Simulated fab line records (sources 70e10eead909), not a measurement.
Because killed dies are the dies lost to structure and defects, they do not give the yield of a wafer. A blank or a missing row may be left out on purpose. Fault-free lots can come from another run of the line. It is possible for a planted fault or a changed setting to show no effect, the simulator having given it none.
Matching of chambers || flow nand harc || 4 sister chambers for NHARC_P_GATE_DESCUM_48 on rie diel-13
The step chemistry O2, time 3 s. 4 wafers are shown with their chamber, then 11 later ones without.

## EACH WAFER AND ITS CHAMBER
{"wafer": "L087.1", "chamber": 1, "showerhead plenum p Torr (Torr)": 1.91}
{"wafer": "L087.6", "chamber": 0, "showerhead plenum p Torr (Torr)": 1.93}
{"wafer": "L088.6", "chamber": 2, "showerhead plenum p Torr (Torr)": 1.97}
{"wafer": "L089.1", "chamber": 3, "showerhead plenum p Torr (Torr)": 1.88}

## WAFERS MISSING THEIR CHAMBER
{"wafer": "L089.4", "showerhead plenum p Torr (Torr)": 1.97}
{"wafer": "L089.5", "showerhead plenum p Torr (Torr)": 1.97}
{"wafer": "L092.1", "showerhead plenum p Torr (Torr)": 1.88}
{"wafer": "L092.3", "showerhead plenum p Torr (Torr)": 1.97}
{"wafer": "L092.5", "showerhead plenum p Torr (Torr)": 1.93}
{"wafer": "L093.2", "showerhead plenum p Torr (Torr)": 1.90}
{"wafer": "L093.3", "showerhead plenum p Torr (Torr)": 1.97}
{"wafer": "L093.6", "showerhead plenum p Torr (Torr)": 1.90}
{"wafer": "L094.2", "showerhead plenum p Torr (Torr)": 1.97}
{"wafer": "L094.4", "showerhead plenum p Torr (Torr)": 1.88}
{"wafer": "L094.5", "showerhead plenum p Torr (Torr)": 1.90}

## WHICH CHAMBER EACH ONE RAN IN
{"wafer": "L089.4", "from the rows above": 2, "in truth": 2}
{"wafer": "L089.5", "from the rows above": 2, "in truth": 2}
{"wafer": "L092.1", "from the rows above": 3, "in truth": 3}
{"wafer": "L092.3", "from the rows above": 2, "in truth": 2}
{"wafer": "L092.5", "from the rows above": 0, "in truth": 0}
{"wafer": "L093.2", "from the rows above": "can't be placed: 1 or 3", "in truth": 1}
{"wafer": "L093.3", "from the rows above": 2, "in truth": 2}
{"wafer": "L093.6", "from the rows above": "can't be placed: 1 or 3", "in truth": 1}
{"wafer": "L094.2", "from the rows above": 2, "in truth": 2}
{"wafer": "L094.4", "from the rows above": 3, "in truth": 3}
{"wafer": "L094.5", "from the rows above": "can't be placed: 1 or 3", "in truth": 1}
Correctly placed: 8 of 11. Can't be placed from these rows: 3 (the true chamber is among the candidates in 3). Wrongly placed: 0.
How it was worked out, from the rows above alone: a wafer's distance from a chamber is the root of the sum, over the readings, of the square of ((its reading less the chamber's mean) divided by the reading's scatter). If the next closest chamber is less than 2 further off than the closest, the wafer can't be placed; otherwise it belongs to the closest. A chamber's mean is the mean of its shown wafers. The scatter (one wafer shown for each chamber): square how far every hidden wafer sits from the nearest shown wafer, average those squares and take the square root.
